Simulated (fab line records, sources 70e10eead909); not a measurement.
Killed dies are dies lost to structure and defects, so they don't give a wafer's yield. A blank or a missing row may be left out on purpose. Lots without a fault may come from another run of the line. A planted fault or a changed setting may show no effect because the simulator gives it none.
fab line records | flow nand_harc
record lots=6 wafers=18 last_day=33
route steps=1302 shown A_WL_FILL@960 END@1302
lots that met no fault: from a run of the same line without faults
start_h: hours from the record's first day to the start of the lot's first wafer shown | wait_h: hours since the lot's step before | " the same as in the row above | L1.1+2: a row that stands for several wafers | - no value, or no start given | * or withheld: withheld | < > ~ a bound
route shown NAME@n: a module of which the file shows steps, and the number in the route of the first | usual: mean/standard deviation of fault-free wafers | same: alike in all rows | chamber/n: place in a boat | sites: the reading at each site | _std_site: their standard deviation | _edge_site: outer sites' mean less inner sites' | radius_mm: how far each site lies from the wafer's centre | mask NAME#n: copy n | behind: the tool/chamber that last shaped the wafer | hold: why the lot was held/for how many hours/how that ended | device: the transistor (n, p or np) that didn't switch | end of line: the same wafers' tests at the end of the route | a step without rows: its recipe alone | killed: dies lost to structure and defects at the first sort, not the wafer's yield | map: a wafer's dies, x killed, . not, _ none there
set.NAME: the setting as run; set.NAME@STEP: as run at that earlier step | model.NAME: the simulator's own value behind a step, which no gauge read
lots at some steps of the route; a table a step, a row a wafer
services: from which hour (start_h, from the record's first day; less than 0 if before it) a tool's chamber was out of use, for how many hours, and why
## steps
# step NHARC_A_WL_FILL_STRIP_28
# recipe time_s=1200 temp_c=72.5 chemistry=post_etch_residue_remover
# step NHARC_A_WL_FILL_PRECLEAN_06
# recipe time_s=300 chemistry=DIW
# step NHARC_A_WL_FILL_SRD_07
# step NHARC_A_WL_FILL_ANNEAL_08
# recipe temp_c=450 time_s=1800
# step NHARC_A_WL_FILL_ALD_10
# recipe target_thk_a=500 pulse_time_s=10 ald_cycles=500 temp_c=300 material=SiO2
# usual heater_power_w=455/36 precursor_pulse_height_rel=1.000/0.021 susceptor_temp_C=299.99/0.21
# same pulse_time_s=10
# columns lot.wafer tool chamber start_h wait_h heater_power_w precursor_pulse_height_rel susceptor_temp_C
L821.4 ald_hk-02 1 507.69 0.6 458 1.013 300.23
L821.3 " 2 " " 417 0.976 300.23
L821.6 " 0 509.23 2.1 462 1.010 300.07
L825.4 ald_hk-03 3 536.18 0.0 467 1.008 299.93
L825.3 " 2 537.70 1.6 526 1.002 300.25
L825.6 " 0 538.72 2.6 492 1.018 300.03
L831.3 ald_hk-02 2 616.26 0.0 424 1.004 299.78
L831.2 " 3 " " 396 0.997 300.17
L831.4 " 1 617.81 1.6 467 0.987 300.16
L830.1 ald_hk-01 3 622.99 2.4 456 1.002 299.96
L830.6 " 1 625.02 4.5 480 1.033 300.08
L830.5 " 2 626.03 5.5 477 0.993 300.14
L837.3 ald_hk-02 2 672.39 0.0 414 1.029 299.86
L837.4 " 0 673.43 1.1 461 0.990 300.46
L837.5 " 3 674.99 2.6 387 0.997 299.78
L840.1 ald_hk-01 3 710.70 1.1 459 1.016 299.90
L840.2 " 0 " " 452 1.003 299.84
L840.6 " 3 712.74 3.1 449 0.996 300.00
# step NHARC_A_WL_FILL_ETCHBACK_16
# recipe target_depth_a=1200 time_s=24 c4f8_flow_sccm=withheld o2_flow_sccm=8 ar_flow_sccm=withheld rf_w=600 bias_w=800 chemistry=C4F8/O2/Ar
# usual oes_product_au=0.98/0.031 rf_vpp_V=724.0/2.6 run_length_s=45.2/0.33
# columns lot.wafer tool chamber start_h wait_h oes_product_au rf_hours_counter_h rf_vpp_V run_length_s
L821.4 rie_diel-01 0 - - 1.01 3.6 728.8 44.9
L821.3 " 2 " " 1.01 4.0 725.8 45.0
L821.6 " 0 " " 1.01 - 729.7 44.8
L825.3 rie_diel-05 1 - - 0.98 6.5 725.7 45.2
L825.4 " 3 " " 0.96 7.4 724.6 45.5
L825.6 " 0 " " 0.98 - 720.5 45.1
L831.2 rie_diel-01 2 - - 0.97 0.7 724.9 44.8
L831.3 " 3 " " 0.96 0.8 724.6 44.9
L831.4 " 1 " " 0.96 0.8 724.2 44.5
L830.1 rie_diel-04 3 - - 1.00 2.4 725.0 45.1
L830.6 " 0 " " 1.00 - 724.3 45.4
L830.5 " 1 " " 0.99 - 721.7 45.3
L837.3 rie_diel-05 2 - - 1.00 5.1 721.2 45.5
L837.4 " 3 " " 1.01 3.8 725.7 44.8
L837.5 " 0 " " 1.01 - 719.5 45.1
L840.2 rie_diel-01 1 - - 0.92 3.6 727.5 44.4
L840.1 " 2 " " 0.92 3.6 725.4 45.0
L840.6 " 1 " " 0.92 - 724.1 44.5
# step NHARC_A_WL_FILL_STRIP_29
# recipe time_s=20 o2_flow_sccm=500 ar_flow_sccm=0 bias_w=0 chemistry=O2
# usual drypump_motor_current_A=5.94/0.25 oes_product_au=1.003/0.0084 rf_vpp_V=57.8/0.88 showerhead_plenum_p_Torr=3.56/0.087 throttle_valve_pct=17.036/0.0097
# columns lot.wafer tool chamber start_h wait_h drypump_motor_current_A oes_product_au rf_hours_counter_h rf_vpp_V showerhead_plenum_p_Torr throttle_valve_pct
L821.3 rie_diel-01 0 512.39 0.6 6.02 1.008 3.6 58.8 3.69 17.044
L821.4 " 3 " " 5.47 1.009 4.6 58.6 3.58 17.056
L821.6 " 1 " " 5.60 0.994 - 58.3 3.61 17.039
L825.4 rie_diel-05 2 540.89 0.1 6.31 0.981 7.5 57.5 3.44 17.018
L825.3 " 3 " " 5.60 0.997 7.4 57.9 3.61 17.041
L825.6 " 2 " " 6.31 0.986 - 56.2 3.44 17.037
L831.4 rie_diel-01 1 621.00 0.1 5.58 1.005 0.8 58.3 3.61 17.022
L831.3 " 2 " " 6.10 1.004 0.7 57.3 3.59 17.020
L831.2 " 0 " " 6.06 1.012 0.9 59.0 3.69 17.051
L830.1 rie_diel-04 3 628.71 0.1 5.71 1.007 2.4 57.1 3.56 17.034
L830.6 " 0 " " 6.08 1.007 - 57.0 3.52 17.041
L830.5 " 1 " " 5.97 1.006 - 59.3 3.41 17.023
L837.3 rie_diel-05 0 677.15 0.1 6.29 1.003 4.6 57.2 3.43 17.037
L837.4 " 2 " " 6.32 1.001 5.1 57.0 3.44 17.042
L837.5 " 1 " " 5.98 1.010 - 58.5 3.60 17.058
L840.2 rie_diel-01 2 714.89 0.1 6.09 1.008 3.6 56.8 3.59 17.035
L840.1 " 3 " " 5.45 0.987 3.8 58.8 3.58 17.040
L840.6 " 2 " " 6.09 1.005 - 57.9 3.59 17.017
# step NHARC_A_WL_FILL_ETCHBACK_17
# recipe target_depth_a=40 time_s=26.7 chemistry=Cl2/BCl3
# usual drypump_motor_current_A=5.7/0.51 oes_product_au=0.998/0.011 run_length_s=47.7/0.4
# columns lot.wafer tool chamber start_h wait_h drypump_motor_current_A oes_product_au rf_hours_counter_h run_length_s
L821.3 rie_metal-02 1 512.52 - 5.7 1.005 - 47.0
L821.4 " 0 " " 5.5 1.010 - 47.3
L821.6 " 0 " " 5.6 1.010 - 47.9
L825.3 rie_metal-01 0 541.02 - 4.9 0.986 - 47.3
L825.4 " 1 " " 5.5 1.002 - 47.8
L825.6 " 1 " " 5.6 1.010 - 48.3
L831.2 rie_metal-01 1 621.11 - 5.5 0.991 0.7 48.3
L831.3 " 0 " " 4.8 0.985 - 47.5
L831.4 " 1 " " 5.5 0.987 - 47.7
L830.1 rie_metal-01 0 628.78 - 4.9 0.978 0.8 47.2
L830.5 " 0 " " 4.8 0.992 - 47.3
L830.6 " 1 " " 5.6 0.987 - 48.0
L837.4 rie_metal-03 1 677.28 - 5.8 0.975 - 47.7
L837.3 " 0 " " 6.5 0.981 - 48.1
L837.5 " 0 " " 6.5 0.989 - 47.7
L840.1 rie_metal-02 1 714.99 - 5.7 1.000 1.8 47.0
L840.2 " 0 " " 5.6 1.011 1.8 47.5
L840.6 " 0 " " 5.6 0.997 - 47.8
# step NHARC_A_WL_FILL_PRECLEAN_18
# recipe time_s=30 chemistry=dHF
# step NHARC_A_WL_FILL_SRD_21
# step NHARC_A_WL_FILL_CVD_23
# recipe target_thk_a=400 temp_c=620 pressure_mtorr=200 time_s=800 material=poly-Si
# step NHARC_A_WL_FILL_ETCHBACK_26
# recipe target_depth_a=520 time_s=13.3 hbr_flow_sccm=150 rf_w=350 icp_w=350 bias_w=60 chemistry=HBr
# usual drypump_motor_current_A=5.9/0.46 oes_product_au=1.002/0.0099 run_length_s=34.7/0.37 throttle_valve_pct=23.265/0.01
# columns lot.wafer tool chamber start_h wait_h drypump_motor_current_A oes_product_au rf_hours_counter_h run_length_s throttle_valve_pct
L821.3 rie_si-05 2 517.77 0.4 5.5 1.003 0.1 34.8 23.273
L821.4 " 3 " " 6.0 0.993 0.2 34.0 23.268
L821.6 " 1 " " 6.0 0.989 - 34.0 23.263
L825.4 rie_si-06 2 546.22 0.4 6.8 0.984 0.7 35.2 23.264
L825.3 " 3 " " 5.8 1.001 0.8 35.3 23.285
L825.6 " 0 " " 5.6 0.996 - 34.7 23.256
L831.4 rie_si-06 1 626.25 0.4 6.3 0.998 0.1 31.1 23.277
L831.2 " 3 " " 5.8 1.004 0.1 31.5 23.267
L831.3 " 0 " " 5.6 0.991 0.1 31.7 23.250
L830.1 rie_si-06 1 634.03 0.4 6.3 0.999 0.1 31.4 23.274
L830.6 " 1 " " 6.4 0.989 - 31.1 23.263
L830.5 " 2 " " 6.8 0.986 - 31.7 23.261
L837.4 rie_si-02 0 682.76 0.4 5.4 0.986 0.2 34.7 23.278
L837.3 " 1 " " 6.2 1.005 0.3 35.4 23.277
L837.5 " 1 " " 6.2 1.023 - 35.0 23.280
L840.2 rie_si-02 0 720.20 0.4 5.4 0.994 0.5 35.0 23.279
L840.1 " 1 " " 6.2 1.003 0.5 35.0 23.262
L840.6 " 1 " " 6.2 1.014 - 35.3 23.278
# step NHARC_A_WL_FILL_PRECLEAN_30
# recipe time_s=10 chemistry=dHF
# step NHARC_END_SORT_01
# recipe temp_c=25
# usual killed_at_array=50/16 killed_at_other=0.8/1 killed_at_periphery=4/3.1 killed_dies=54/16 killed_open=3.2/2 killed_short=2.5/1.6
# same gross_dies=677
# columns lot.wafer tool chamber start_h wait_h killed_at_array killed_at_other killed_at_periphery killed_dies killed_open killed_short
L825.3 prober-01 0 627.37 3.1 76 1 13 90 4 3
L825.4 prober-01 0 628.16 3.4 64 2 12 78 5 2
L825.6 prober-01 0 629.74 4.0 79 0 11 90 5 2
L830.1 prober-01 0 704.85 2.5 83 0 2 85 2 2
L830.5 prober-01 0 708.05 3.7 71 2 1 74 3 0
L830.6 prober-01 0 708.85 4.0 65 0 0 65 2 3
L831.2 prober-02 0 713.43 2.8 51 0 5 56 6 1
L831.3 prober-02 0 714.23 3.1 69 0 2 71 2 1
L831.4 prober-02 0 715.03 3.4 50 0 4 54 3 1
L837.3 prober-02 0 766.78 3.1 28 0 4 32 0 5
L837.4 prober-02 0 767.57 3.4 29 1 2 32 3 4
L837.5 prober-02 0 768.35 3.6 27 2 1 30 3 2
# killed by level:class
L825.3 A_CHANNEL_HOLE_D1:chamber_film_flake=31 A_SLIT:chamber_film_flake=22 A_CHANNEL_HOLE_D2:chamber_film_flake=11 P_CONTACT:chamber_film_flake=7 P_M1:chamber_film_flake=4 A_M1:chamber_film_flake=2 P_M1:geometric_particle:short=1 P_M2:geometric_particle:open=1
L825.4 A_CHANNEL_HOLE_D1:chamber_film_flake=23 A_SLIT:chamber_film_flake=21 A_CHANNEL_HOLE_D2:chamber_film_flake=8 P_CONTACT:chamber_film_flake=5 P_STI:chamber_film_flake=2 P_M1:chamber_film_flake=2 A_M1:chamber_film_flake=2 THIN_TSV:chamber_film_flake=2
L825.6 A_CHANNEL_HOLE_D1:chamber_film_flake=33 A_SLIT:chamber_film_flake=23 A_CHANNEL_HOLE_D2:chamber_film_flake=8 P_CONTACT:chamber_film_flake=5 P_M1:chamber_film_flake=3 A_STAIRCASE:chamber_film_flake=2 A_WL_FILL:chamber_film_flake=2 P_CONTACT:geometric_particle:open=1
L830.1 A_CHANNEL_HOLE_D1:chamber_film_flake=38 A_SLIT:chamber_film_flake=22 A_CHANNEL_HOLE_D2:chamber_film_flake=11 A_STAIRCASE:chamber_film_flake=3 A_M1:chamber_film_flake=2 P_M1:geometric_particle:short=1 A_ONON_D2:geometric_particle:open=1 A_BLC:geometric_particle:short=1
L830.5 A_CHANNEL_HOLE_D1:chamber_film_flake=32 A_SLIT:chamber_film_flake=25 A_CHANNEL_HOLE_D2:chamber_film_flake=5 A_STAIRCASE:chamber_film_flake=3 A_CONTACT:chamber_film_flake=2 A_SGD_CUT:geometric_particle:open=1 A_BLC:geometric_particle:open=1 STARTING-WAFER:geometric_particle:open=1
L830.6 A_SLIT:chamber_film_flake=22 A_CHANNEL_HOLE_D1:chamber_film_flake=14 A_CHANNEL_HOLE_D2:chamber_film_flake=11 A_STAIRCASE:chamber_film_flake=5 A_ZERO_WELL:chamber_film_flake=3 A_M1:chamber_film_flake=3 A_CONTACT:geometric_particle:short=2 A_DECK1_JOINT:geometric_particle:short=1
L831.2 A_CHANNEL_HOLE_D2:chamber_film_flake=17 A_CHANNEL_HOLE_D1:chamber_film_flake=10 A_CONTACT:chamber_film_flake=10 A_WL_FILL:chamber_film_flake=4 A_SLIT:chamber_film_flake=3 P_M0:geometric_particle:open=2 A_M1:chamber_film_flake=2 P_CONTACT:geometric_particle:open=1
L831.3 A_CHANNEL_HOLE_D1:chamber_film_flake=28 A_CHANNEL_HOLE_D2:chamber_film_flake=21 A_CONTACT:chamber_film_flake=11 A_M1:chamber_film_flake=4 A_SLIT:chamber_film_flake=3 P_CONTACT:geometric_particle:open=1 A_DECK1_JOINT:geometric_particle:open=1 A_ONON_D2:geometric_particle:short=1
L831.4 A_CHANNEL_HOLE_D1:chamber_film_flake=18 A_CHANNEL_HOLE_D2:chamber_film_flake=13 A_CONTACT:chamber_film_flake=10 A_STAIRCASE:chamber_film_flake=3 P_M2:chamber_film_flake=2 P_CONTACT:geometric_particle:short=1 P_CONTACT:geometric_particle:open=1 A_ONON_D2:geometric_particle:open=1
L837.3 A_CHANNEL_HOLE_D1:chamber_film_flake=14 A_SLIT:chamber_film_flake=4 A_WL_FILL:chamber_film_flake=3 P_ZERO_WELL:chamber_film_flake=2 P_M0:geometric_particle:short=1 P_M2:geometric_particle:short=1 A_CHANNEL_FILL_D2:geometric_particle:short=1 A_WL_FILL:geometric_particle:short=1
L837.4 A_CHANNEL_HOLE_D1:chamber_film_flake=15 A_SLIT:chamber_film_flake=4 A_DECK1_JOINT:geometric_particle:short=2 A_STAIRCASE:chamber_film_flake=2 P_GATE:geometric_particle:short=1 A_CHANNEL_FILL_D2:geometric_particle:short=1 A_CHANNEL_FILL_D2:geometric_particle:open=1 A_SGD_CUT:geometric_particle:open=1
L837.5 A_CHANNEL_HOLE_D1:chamber_film_flake=15 A_SLIT:chamber_film_flake=6 THIN_TSV:chamber_film_flake=2 P_CONTACT:geometric_particle:open=1 A_DECK1_JOINT:geometric_particle:short=1 A_SGD_CUT:geometric_particle:short=1 A_M0:geometric_particle:open=1 A_M1:geometric_particle:open=1
## services
# columns tool chamber start_h hours kind
ald_hk-02 - 529.78 10.0 pm
rie_diel-04 - 531.91 9.0 pm
rie_diel-04 0 553.78 13.7 repair
rie_diel-01 - 557.80 9.0 pm
rie_diel-05 0 563.84 6.4 repair
rie_metal-01 - 575.00 9.0 pm
rie_diel-05 - 583.60 9.0 pm
rie_diel-01 - 597.45 7.6 repair
rie_si-06 - 603.00 9.0 pm
rie_si-02 2 606.19 7.0 repair
rie_diel-05 3 612.53 12.3 repair
rie_diel-04 - 613.56 0.2 repair
rie_si-02 2 615.40 31.5 repair
rie_metal-02 - 631.00 9.0 pm
rie_si-02 - 631.00 9.0 pm
rie_si-06 1 636.00 1.3 repair
ald_hk-01 - 636.96 2.3 repair
rie_si-02 0 649.85 4.6 repair
ald_hk-01 - 653.45 10.0 pm
rie_diel-04 - 660.59 2.2 repair
rie_diel-01 1 661.35 1.5 repair
rie_diel-05 2 683.32 4.4 repair
ald_hk-02 - 707.78 10.0 pm
rie_metal-01 - 718.57 0.8 repair
## key
first_sign step=NHARC_A_WL_FILL_ETCHBACK_26 reading=run_length_s direction=down sigmas=8.8 usual=* struck=*
effect none on later readings
met_at NHARC_A_WL_FILL_ETCHBACK_26
struck_wafers L830.1,L830.5,L830.6,L831.2,L831.3,L831.4
tester_left_out L830,L831
onset_between 546.22 626.25
fault kind=process_parameter_drift tool=rie_si-06 chamber=- onset_h=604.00 steps=NHARC_A_WL_FILL_ETCHBACK_26 channel=time_s offset=* shape=step end_h=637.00 acts_in=* stated=*
# tester_left_out: of these lots the tester's yield and bins aren't shown, on N5 and GAA mostly nor the transistor test; their killed dies are dies lost to structure and defects alone, not to doping, threshold or leakage, so they don't give the yield
